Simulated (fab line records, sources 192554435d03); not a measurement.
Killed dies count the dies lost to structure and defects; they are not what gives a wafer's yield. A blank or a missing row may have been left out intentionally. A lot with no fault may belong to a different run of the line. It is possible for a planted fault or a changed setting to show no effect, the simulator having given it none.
Which tool is to blame? :: flow n5_finfet :: Sampling: 24 lots, 72 wafers, 5 of 1938 route steps

== WHAT EACH GAUGE READ, for each wafer ==
N5_BEOL_M9_OVL_MEAS_29.
lot: L074
measured: day 9 03:59
on: overlay-01
V8_OVL (nm): -0.6 -0.9 0.5

lot: L076
measured: day 9 11:29
on: overlay-01
V8_OVL (nm): -1.3 1.0 -0.3

lot: L075
measured: day 9 11:19
on: overlay-01
V8_OVL (nm): 0.3 -1.1 0.0

lot: L077
measured: day 10 04:58
on: overlay-01
V8_OVL (nm): -0.9 0.3 0.0

lot: L078
measured: day 10 13:51
on: overlay-01
V8_OVL (nm): -0.8 -0.7 -1.2

lot: L079
measured: day 10 13:49
on: overlay-01
V8_OVL (nm): -0.6 -1.2 -0.8

lot: L080
measured: day 10 13:46
on: overlay-01
V8_OVL (nm): -0.5 -0.3 -0.2

lot: L081
measured: day 11 03:51
on: overlay-02
V8_OVL (nm): -0.2 -0.4 -0.7

lot: L083
measured: day 11 08:29
on: overlay-01
V8_OVL (nm): -0.2 -0.2 -0.2

lot: L082
measured: day 11 11:13
on: overlay-01
V8_OVL (nm): -1.8 -1.8 -1.7

lot: L084
measured: day 11 12:05
on: overlay-02
V8_OVL (nm): 0.6 0.2 0.4

lot: L085
measured: day 12 00:51
on: overlay-02
V8_OVL (nm): 0.0 1.8 0.4

lot: L086
measured: day 12 07:24
on: overlay-02
V8_OVL (nm): -0.7 -1.0 0.1

lot: L087
measured: day 12 11:46
on: overlay-02
V8_OVL (nm): 0.5 0.2 -0.6

lot: L088
measured: day 12 20:04
on: overlay-02
V8_OVL (nm): -0.5 -0.7 -0.9

lot: L090
measured: day 12 20:23
on: overlay-02
V8_OVL (nm): -0.4 0.1 0.0

lot: L091
measured: day 13 05:10
on: overlay-01
V8_OVL (nm): -0.8 -0.9 -0.7

lot: L089
measured: day 13 05:27
on: overlay-01
V8_OVL (nm): 0.1 -0.1 0.5

lot: L092
measured: day 13 11:45
on: overlay-01
V8_OVL (nm): -0.1 -0.4 -0.7

lot: L093
measured: day 13 17:03
on: overlay-02
V8_OVL (nm): 0.2 0.1 0.3

lot: L094
measured: day 13 20:14
on: overlay-02
V8_OVL (nm): -1.2 -1.6 -1.7

lot: L095
measured: day 14 01:49
on: overlay-02
V8_OVL (nm): 0.5 0.0 -0.6

lot: L096
measured: day 14 21:38
on: overlay-02
V8_OVL (nm): 0.6 0.3 0.3

lot: L097
measured: day 15 07:13
on: overlay-02
V8_OVL (nm): -1.1 0.3 -0.7

N5_BEOL_M9_INSPECT_30: inspects for defects (brightfield).
lot: L074
measured: day 9 04:02
on: defect_inspect-01
raw_defect_count: 483 407 460

lot: L076
measured: day 9 11:32
on: defect_inspect-01
raw_defect_count: 466 589 411

lot: L075
measured: day 9 11:22
on: defect_inspect-01
raw_defect_count: 288 328 416

lot: L077
measured: day 10 05:01
on: defect_inspect-02
raw_defect_count: 261 223 271

lot: L078
measured: day 10 13:55
on: defect_inspect-02
raw_defect_count: 351 305 535

lot: L079
measured: day 10 13:52
on: defect_inspect-01
raw_defect_count: 467 425 364

lot: L080
measured: day 10 13:49
on: defect_inspect-02
raw_defect_count: 248 328 278

lot: L081
measured: day 11 03:54
on: defect_inspect-02
raw_defect_count: 447 529 449

lot: L083
measured: day 11 08:32
on: defect_inspect-02
raw_defect_count: 319 401 455

lot: L082
measured: day 11 11:16
on: defect_inspect-01
raw_defect_count: 329 485 307

lot: L084
measured: day 11 12:08
on: defect_inspect-02
raw_defect_count: 366 246 345

lot: L085
measured: day 12 00:54
on: defect_inspect-02
raw_defect_count: 463 398 445

lot: L086
measured: day 12 07:27
on: defect_inspect-02
raw_defect_count: 398 424 572

lot: L087
measured: day 12 11:49
on: defect_inspect-02
raw_defect_count: 582 364 553

lot: L088
measured: day 12 20:07
on: defect_inspect-02
raw_defect_count: 285 580 413

lot: L090
measured: day 12 20:26
on: defect_inspect-02
raw_defect_count: 382 365 432

lot: L091
measured: day 13 05:14
on: defect_inspect-02
raw_defect_count: 244 312 286

lot: L089
measured: day 13 05:31
on: defect_inspect-01
raw_defect_count: 318 440 398

lot: L092
measured: day 13 11:49
on: defect_inspect-01
raw_defect_count: 328 408 298

lot: L093
measured: day 13 17:06
on: defect_inspect-01
raw_defect_count: 270 328 281

lot: L094
measured: day 13 20:17
on: defect_inspect-01
raw_defect_count: 358 400 451

lot: L095
measured: day 14 01:53
on: defect_inspect-02
raw_defect_count: 374 384 503

lot: L096
measured: day 14 21:41
on: defect_inspect-02
raw_defect_count: 387 603 435

lot: L097
measured: day 15 07:16
on: defect_inspect-02
raw_defect_count: 653 359 448

N5_BEOL_M9_CD_MEAS_35: target cd 70 nm, target cd y 40 nm.
lot: L074
measured: day 9 04:47
on: cd_sem-03
cd_nm (nm): 70.0 70.0 71.7

lot: L076
measured: day 9 13:01
on: cd_sem-01
cd_nm (nm): 69.9 69.7 70.3

lot: L075
measured: day 9 12:37
on: cd_sem-01
cd_nm (nm): 70.6 70.0 69.7

lot: L077
measured: day 10 05:39
on: cd_sem-03
cd_nm (nm): 70.2 70.8 71.3

lot: L078
measured: day 10 15:05
on: cd_sem-02
cd_nm (nm): 69.8 70.5 69.5

lot: L079
measured: day 10 15:02
on: cd_sem-02
cd_nm (nm): 69.4 69.5 70.2

lot: L080
measured: day 10 14:36
on: cd_sem-03
cd_nm (nm): 69.0 69.2 70.1

lot: L081
measured: day 11 04:33
on: cd_sem-02
cd_nm (nm): 70.6 70.7 71.0

lot: L083
measured: day 11 09:10
on: cd_sem-03
cd_nm (nm): 71.4 70.4 69.8

lot: L082
measured: day 11 12:11
on: cd_sem-01
cd_nm (nm): 70.4 70.3 70.5

lot: L084
measured: day 11 12:47
on: cd_sem-03
cd_nm (nm): 69.7 70.3 69.9

lot: L085
measured: day 12 01:33
on: cd_sem-02
cd_nm (nm): 68.3 68.9 69.8

lot: L086
measured: day 12 08:06
on: cd_sem-02
cd_nm (nm): 71.3 70.7 70.0

lot: L087
measured: day 12 12:27
on: cd_sem-02
cd_nm (nm): 69.9 69.9 69.5

lot: L088
measured: day 12 20:47
on: cd_sem-02
cd_nm (nm): 69.8 69.2 69.8

lot: L090
measured: day 12 21:14
on: cd_sem-01
cd_nm (nm): 70.2 69.7 70.3

lot: L091
measured: day 13 05:53
on: cd_sem-03
cd_nm (nm): 70.0 69.4 69.6

lot: L089
measured: day 13 06:17
on: cd_sem-03
cd_nm (nm): 69.7 70.2 69.6

lot: L092
measured: day 13 12:36
on: cd_sem-02
cd_nm (nm): 69.7 69.5 69.3

lot: L093
measured: day 13 17:45
on: cd_sem-01
cd_nm (nm): 70.0 70.6 69.7

lot: L094
measured: day 13 20:55
on: cd_sem-02
cd_nm (nm): 70.7 70.3 69.3

lot: L095
measured: day 14 02:47
on: cd_sem-03
cd_nm (nm): 70.2 70.0 69.4

lot: L096
measured: day 14 22:20
on: cd_sem-02
cd_nm (nm): 69.5 70.0 69.9

lot: L097
measured: day 15 07:55
on: cd_sem-02
cd_nm (nm): 70.4 69.5 70.3

== EACH LOT AND THE TOOL THAT RAN IT (in order: tool; ch and the chambers of the sampled wafers; start) ==
lot: L074
N5_BEOL_M9_STRIP_67: rie_diel-05 ch 0,1,2, day 9 03:25
N5_BEOL_M9_ETCH_66: rie_diel-03 ch 0,1,3, day 9 04:15

lot: L076
N5_BEOL_M9_STRIP_67: rie_diel-05 ch 2,3, day 9 08:09
N5_BEOL_M9_ETCH_66: rie_diel-03 ch 1,2, day 9 12:29

lot: L075
N5_BEOL_M9_STRIP_67: rie_diel-03 ch 0,1,2, day 9 08:48
N5_BEOL_M9_ETCH_66: rie_diel-05 ch 2,3, day 9 12:04

lot: L077
N5_BEOL_M9_STRIP_67: rie_diel-01 ch 0,1, day 10 02:44
N5_BEOL_M9_ETCH_66: rie_diel-03 ch 0,3, day 10 05:07

lot: L078
N5_BEOL_M9_STRIP_67: rie_diel-01 ch 0,1,2, day 10 12:25
N5_BEOL_M9_ETCH_66: rie_diel-05 ch 0,1, day 10 14:34

lot: L079
N5_BEOL_M9_STRIP_67: rie_diel-05 ch 0,1, day 10 12:38
N5_BEOL_M9_ETCH_66: rie_diel-01 ch 0,1,3, day 10 14:30

lot: L080
N5_BEOL_M9_STRIP_67: rie_diel-03 ch 0,1,3, day 10 12:53
N5_BEOL_M9_ETCH_66: rie_diel-03 ch 1,2, day 10 14:04

lot: L081
N5_BEOL_M9_STRIP_67: rie_diel-03 ch 0,2,3, day 11 02:10
N5_BEOL_M9_ETCH_66: rie_diel-03 ch 0,1,3, day 11 04:01

lot: L083
N5_BEOL_M9_STRIP_67: rie_diel-01 ch 0,1,2, day 11 05:42
N5_BEOL_M9_ETCH_66: rie_diel-05 ch 0,1,2, day 11 08:38

lot: L082
N5_BEOL_M9_STRIP_67: rie_diel-05 ch 0,1,3, day 11 10:16
N5_BEOL_M9_ETCH_66: rie_diel-01 ch 1,2,3, day 11 11:40

lot: L084
N5_BEOL_M9_STRIP_67: rie_diel-03 ch 1,2, day 11 10:26
N5_BEOL_M9_ETCH_66: rie_diel-01 ch 0,2,3, day 11 12:14

lot: L085
N5_BEOL_M9_STRIP_67: rie_diel-01 ch 1,2, day 11 23:43
N5_BEOL_M9_ETCH_66: rie_diel-03 ch 0,1, day 12 01:01

lot: L086
N5_BEOL_M9_STRIP_67: rie_diel-05 ch 0,2,3, day 12 06:50
N5_BEOL_M9_ETCH_66: rie_diel-05 ch 0,1,2, day 12 07:34

lot: L087
N5_BEOL_M9_STRIP_67: rie_diel-01 ch 0,1, day 12 11:04
N5_BEOL_M9_ETCH_66: rie_diel-01 ch 1,3, day 12 11:55

lot: L088
N5_BEOL_M9_STRIP_67: rie_diel-03 ch 1,2,3, day 12 19:19
N5_BEOL_M9_ETCH_66: rie_diel-03 ch 1,2,3, day 12 20:16

lot: L090
N5_BEOL_M9_STRIP_67: rie_diel-01 ch 1,2, day 12 19:40
N5_BEOL_M9_ETCH_66: rie_diel-03 ch 0,1,3, day 12 20:41

lot: L091
N5_BEOL_M9_STRIP_67: rie_diel-05 ch 1,2, day 13 03:40
N5_BEOL_M9_ETCH_66: rie_diel-05 ch 0,2,3, day 13 05:20

lot: L089
N5_BEOL_M9_STRIP_67: rie_diel-05 ch 0,1,2, day 13 04:53
N5_BEOL_M9_ETCH_66: rie_diel-03 ch 1,2,3, day 13 05:45

lot: L092
N5_BEOL_M9_STRIP_67: rie_diel-05 ch 1,3, day 13 11:04
N5_BEOL_M9_ETCH_66: rie_diel-01 ch 1,3, day 13 12:04

lot: L093
N5_BEOL_M9_STRIP_67: rie_diel-01 ch 2,3, day 13 16:17
N5_BEOL_M9_ETCH_66: rie_diel-01 ch 0,3, day 13 17:13

lot: L094
N5_BEOL_M9_STRIP_67: rie_diel-05 ch 0,2,3, day 13 19:20
N5_BEOL_M9_ETCH_66: rie_diel-01 ch 0,1,2, day 13 20:23

lot: L095
N5_BEOL_M9_STRIP_67: rie_diel-05 ch 0,2, day 14 01:06
N5_BEOL_M9_ETCH_66: rie_diel-05 ch 1,2, day 14 02:15

lot: L096
N5_BEOL_M9_STRIP_67: rie_diel-01 ch 1,2, day 14 20:38
N5_BEOL_M9_ETCH_66: rie_diel-01 ch 1,2, day 14 21:47

lot: L097
N5_BEOL_M9_STRIP_67: rie_diel-01 ch 0,1, day 15 06:20
N5_BEOL_M9_ETCH_66: rie_diel-05 ch 0,3, day 15 07:23
- N5_BEOL_M9_STRIP_67: strips in CF4.
- N5_BEOL_M9_ETCH_66: etches SOC in N2/H2, target depth 80 nm, overetch 16 nm, time 120 s.

== WHAT THE TOOLS THEMSELVES READ (means of the sampled wafers that have a number; where no wafer has one, the mark that the record gives instead) ==
N5_BEOL_M9_STRIP_67.
lot: L074
tool: rie_diel-05
drypump_motor_current_A (A): 6.2
oes_product_au (a.u.): 0.80
rf_vpp_V (V): 271.6
showerhead_plenum_p_Torr (Torr): 1.81
throttle_valve_pct (%): 13.37

lot: L076
tool: rie_diel-05
drypump_motor_current_A (A): 6.4
oes_product_au (a.u.): 0.77
rf_vpp_V (V): 271.5
showerhead_plenum_p_Torr (Torr): 1.86
throttle_valve_pct (%): 13.28

lot: L075
tool: rie_diel-03
drypump_motor_current_A (A): 5.7
oes_product_au (a.u.): 0.79
rf_vpp_V (V): 270.0
showerhead_plenum_p_Torr (Torr): 1.76
throttle_valve_pct (%): 13.60

lot: L077
tool: rie_diel-01
drypump_motor_current_A (A): 5.2
oes_product_au (a.u.): 0.85
rf_vpp_V (V): 271.4
showerhead_plenum_p_Torr (Torr): 1.81
throttle_valve_pct (%): 13.52

lot: L078
tool: rie_diel-01
drypump_motor_current_A (A): 5.2
oes_product_au (a.u.): 0.79
rf_vpp_V (V): 271.8
showerhead_plenum_p_Torr (Torr): 1.80
throttle_valve_pct (%): 13.74

lot: L079
tool: rie_diel-05
drypump_motor_current_A (A): 5.8
oes_product_au (a.u.): 0.78
rf_vpp_V (V): 271.3
showerhead_plenum_p_Torr (Torr): 1.74
throttle_valve_pct (%): 13.51

lot: L080
tool: rie_diel-03
drypump_motor_current_A (A): 5.8
oes_product_au (a.u.): 0.77
rf_vpp_V (V): 271.2
showerhead_plenum_p_Torr (Torr): 1.80
throttle_valve_pct (%): 13.61

lot: L081
tool: rie_diel-03
drypump_motor_current_A (A): 5.4
oes_product_au (a.u.): 0.73
rf_vpp_V (V): 271.1
showerhead_plenum_p_Torr (Torr): 1.78
throttle_valve_pct (%): 13.71

lot: L083
tool: rie_diel-01
drypump_motor_current_A (A): 5.2
oes_product_au (a.u.): 0.89
rf_vpp_V (V): 271.0
showerhead_plenum_p_Torr (Torr): 1.80
throttle_valve_pct (%): 13.58

lot: L082
tool: rie_diel-05
drypump_motor_current_A (A): 5.8
oes_product_au (a.u.): 0.76
rf_vpp_V (V): 271.5
showerhead_plenum_p_Torr (Torr): 1.80
throttle_valve_pct (%): 13.50

lot: L084
tool: rie_diel-03
drypump_motor_current_A (A): 5.4
oes_product_au (a.u.): 0.78
rf_vpp_V (V): 270.7
showerhead_plenum_p_Torr (Torr): 1.74
throttle_valve_pct (%): 13.63

lot: L085
tool: rie_diel-01
drypump_motor_current_A (A): 5.3
oes_product_au (a.u.): 0.93
rf_vpp_V (V): 271.1
showerhead_plenum_p_Torr (Torr): 1.79
throttle_valve_pct (%): 13.61

lot: L086
tool: rie_diel-05
drypump_motor_current_A (A): 6.1
oes_product_au (a.u.): 0.74
rf_vpp_V (V): 271.3
showerhead_plenum_p_Torr (Torr): 1.79
throttle_valve_pct (%): 13.44

lot: L087
tool: rie_diel-01
drypump_motor_current_A (A): 5.5
oes_product_au (a.u.): 0.82
rf_vpp_V (V): 272.1
showerhead_plenum_p_Torr (Torr): 1.81
throttle_valve_pct (%): 13.57

lot: L088
tool: rie_diel-03
drypump_motor_current_A (A): 5.5
oes_product_au (a.u.): 0.84
rf_vpp_V (V): 270.2
showerhead_plenum_p_Torr (Torr): 1.77
throttle_valve_pct (%): 13.46

lot: L090
tool: rie_diel-01
drypump_motor_current_A (A): 5.3
oes_product_au (a.u.): 0.91
rf_vpp_V (V): 271.3
showerhead_plenum_p_Torr (Torr): 1.78
throttle_valve_pct (%): 13.61

lot: L091
tool: rie_diel-05
drypump_motor_current_A (A): 6.5
oes_product_au (a.u.): 0.78
rf_vpp_V (V): 273.0
showerhead_plenum_p_Torr (Torr): 1.88
throttle_valve_pct (%): 13.33

lot: L089
tool: rie_diel-05
drypump_motor_current_A (A): 6.2
oes_product_au (a.u.): 0.77
rf_vpp_V (V): 270.9
showerhead_plenum_p_Torr (Torr): 1.81
throttle_valve_pct (%): 13.44

lot: L092
tool: rie_diel-05
drypump_motor_current_A (A): 5.9
oes_product_au (a.u.): 0.72
rf_vpp_V (V): 272.4
showerhead_plenum_p_Torr (Torr): 1.85
throttle_valve_pct (%): 13.49

lot: L093
tool: rie_diel-01
drypump_motor_current_A (A): 5.2
oes_product_au (a.u.): 0.77
rf_vpp_V (V): 268.8
showerhead_plenum_p_Torr (Torr): 1.73
throttle_valve_pct (%): 13.69

lot: L094
tool: rie_diel-05
drypump_motor_current_A (A): 6.0
oes_product_au (a.u.): 0.73
rf_vpp_V (V): 270.7
showerhead_plenum_p_Torr (Torr): 1.78
throttle_valve_pct (%): 13.47

lot: L095
tool: rie_diel-05
drypump_motor_current_A (A): 6.4
oes_product_au (a.u.): 0.76
rf_vpp_V (V): 270.5
showerhead_plenum_p_Torr (Torr): 1.79
throttle_valve_pct (%): 13.39

lot: L096
tool: rie_diel-01
drypump_motor_current_A (A): 5.5
oes_product_au (a.u.): 0.84
rf_vpp_V (V): 271.7
showerhead_plenum_p_Torr (Torr): 1.80
throttle_valve_pct (%): 13.64

lot: L097
tool: rie_diel-01
drypump_motor_current_A (A): 5.5
oes_product_au (a.u.): 0.80
rf_vpp_V (V): 270.9
showerhead_plenum_p_Torr (Torr): 1.80
throttle_valve_pct (%): 13.62

N5_BEOL_M9_ETCH_66.
lot: L074
tool: rie_diel-03
drypump_motor_current_A (A): 5.8
oes_product_au (a.u.): 0.59
rf_vpp_V (V): 524.9
showerhead_plenum_p_Torr (Torr): 2.56
throttle_valve_pct (%): 17.94

lot: L076
tool: rie_diel-03
drypump_motor_current_A (A): 5.7
oes_product_au (a.u.): 0.64
rf_vpp_V (V): 522.0
showerhead_plenum_p_Torr (Torr): 2.48
throttle_valve_pct (%): 17.76

lot: L075
tool: rie_diel-05
drypump_motor_current_A (A): 6.5
oes_product_au (a.u.): 0.59
rf_vpp_V (V): 526.8
showerhead_plenum_p_Torr (Torr): 2.65
throttle_valve_pct (%): 17.44

lot: L077
tool: rie_diel-03
drypump_motor_current_A (A): 5.7
oes_product_au (a.u.): 0.55
rf_vpp_V (V): 524.2
showerhead_plenum_p_Torr (Torr): 2.56
throttle_valve_pct (%): 18.01

lot: L078
tool: rie_diel-05
drypump_motor_current_A (A): 5.9
oes_product_au (a.u.): 0.61
rf_vpp_V (V): 524.4
showerhead_plenum_p_Torr (Torr): 2.57
throttle_valve_pct (%): 17.67

lot: L079
tool: rie_diel-01
drypump_motor_current_A (A): 5.3
oes_product_au (a.u.): 0.61
rf_vpp_V (V): 522.2
showerhead_plenum_p_Torr (Torr): 2.53
throttle_valve_pct (%): 17.90

lot: L080
tool: rie_diel-03
drypump_motor_current_A (A): 5.4
oes_product_au (a.u.): 0.60
rf_vpp_V (V): 521.4
showerhead_plenum_p_Torr (Torr): 2.44
throttle_valve_pct (%): 17.66

lot: L081
tool: rie_diel-03
drypump_motor_current_A (A): 5.8
oes_product_au (a.u.): 0.59
rf_vpp_V (V): 524.9
showerhead_plenum_p_Torr (Torr): 2.55
throttle_valve_pct (%): 17.97

lot: L083
tool: rie_diel-05
drypump_motor_current_A (A): 6.1
oes_product_au (a.u.): 0.60
rf_vpp_V (V): 525.0
showerhead_plenum_p_Torr (Torr): 2.56
throttle_valve_pct (%): 17.62

lot: L082
tool: rie_diel-01
drypump_motor_current_A (A): 5.4
oes_product_au (a.u.): 0.64
rf_vpp_V (V): 522.2
showerhead_plenum_p_Torr (Torr): 2.50
throttle_valve_pct (%): 17.89

lot: L084
tool: rie_diel-01
drypump_motor_current_A (A): 5.1
oes_product_au (a.u.): 0.64
rf_vpp_V (V): 523.2
showerhead_plenum_p_Torr (Torr): 2.51
throttle_valve_pct (%): 17.98

lot: L085
tool: rie_diel-03
drypump_motor_current_A (A): 6.0
oes_product_au (a.u.): 0.58
rf_vpp_V (V): 522.7
showerhead_plenum_p_Torr (Torr): 2.53
throttle_valve_pct (%): 18.02

lot: L086
tool: rie_diel-05
drypump_motor_current_A (A): 6.1
oes_product_au (a.u.): 0.60
rf_vpp_V (V): 524.1
showerhead_plenum_p_Torr (Torr): 2.56
throttle_valve_pct (%): 17.64

lot: L087
tool: rie_diel-01
drypump_motor_current_A (A): 5.7
oes_product_au (a.u.): 0.59
rf_vpp_V (V): 523.2
showerhead_plenum_p_Torr (Torr): 2.52
throttle_valve_pct (%): 17.82

lot: L088
tool: rie_diel-03
drypump_motor_current_A (A): 5.5
oes_product_au (a.u.): 0.64
rf_vpp_V (V): 523.1
showerhead_plenum_p_Torr (Torr): 2.50
throttle_valve_pct (%): 17.66

lot: L090
tool: rie_diel-03
drypump_motor_current_A (A): 5.8
oes_product_au (a.u.): 0.64
rf_vpp_V (V): 524.5
showerhead_plenum_p_Torr (Torr): 2.54
throttle_valve_pct (%): 17.82

lot: L091
tool: rie_diel-05
drypump_motor_current_A (A): 6.1
oes_product_au (a.u.): 0.56
rf_vpp_V (V): 523.9
showerhead_plenum_p_Torr (Torr): 2.53
throttle_valve_pct (%): 17.59

lot: L089
tool: rie_diel-03
drypump_motor_current_A (A): 5.5
oes_product_au (a.u.): 0.64
rf_vpp_V (V): 522.2
showerhead_plenum_p_Torr (Torr): 2.50
throttle_valve_pct (%): 17.66

lot: L092
tool: rie_diel-01
drypump_motor_current_A (A): 5.5
oes_product_au (a.u.): 0.55
rf_vpp_V (V): 522.2
showerhead_plenum_p_Torr (Torr): 2.47
throttle_valve_pct (%): 17.90

lot: L093
tool: rie_diel-01
drypump_motor_current_A (A): 5.2
oes_product_au (a.u.): 0.56
rf_vpp_V (V): 521.9
showerhead_plenum_p_Torr (Torr): 2.47
throttle_valve_pct (%): 17.99

lot: L094
tool: rie_diel-01
drypump_motor_current_A (A): 5.2
oes_product_au (a.u.): 0.65
rf_vpp_V (V): 524.0
showerhead_plenum_p_Torr (Torr): 2.55
throttle_valve_pct (%): 17.97

lot: L095
tool: rie_diel-05
drypump_motor_current_A (A): 6.5
oes_product_au (a.u.): 0.60
rf_vpp_V (V): 527.4
showerhead_plenum_p_Torr (Torr): 2.66
throttle_valve_pct (%): 17.57

lot: L096
tool: rie_diel-01
drypump_motor_current_A (A): 5.3
oes_product_au (a.u.): 0.67
rf_vpp_V (V): 523.5
showerhead_plenum_p_Torr (Torr): 2.51
throttle_valve_pct (%): 17.95

lot: L097
tool: rie_diel-05
drypump_motor_current_A (A): 5.7
oes_product_au (a.u.): 0.60
rf_vpp_V (V): 519.8
showerhead_plenum_p_Torr (Torr): 2.42
throttle_valve_pct (%): 17.57

== THE ANSWER, worked out from the rows above alone ==
Rule: usual is defined by the lots themselves. The widest of any qualifying gaps counts: lots, ordered by their means at a reading, are off when they make up no more than a third of the lots, leave a main group of 4 or more, and stand apart from it by 3 or more times the standard deviation of that group's means. If all means in a main group match to the digits the tables above print for the reading, that group is not used. Also off: a lot with no number at a reading for which 4 or more lots have one. All remaining lots with rows at the step are treated as sound. The gauges are gone through in route order, then the tools' own readings, and for those a lot's mean is taken as printed above. At the first step where some lot is off, the reading lying furthest off is the one used; lots without a number count as furthest.
No lot is off at any reading shown: from this, nothing can be told.

== WHAT HAD BEEN PUT IN BY THE SIMULATOR ==
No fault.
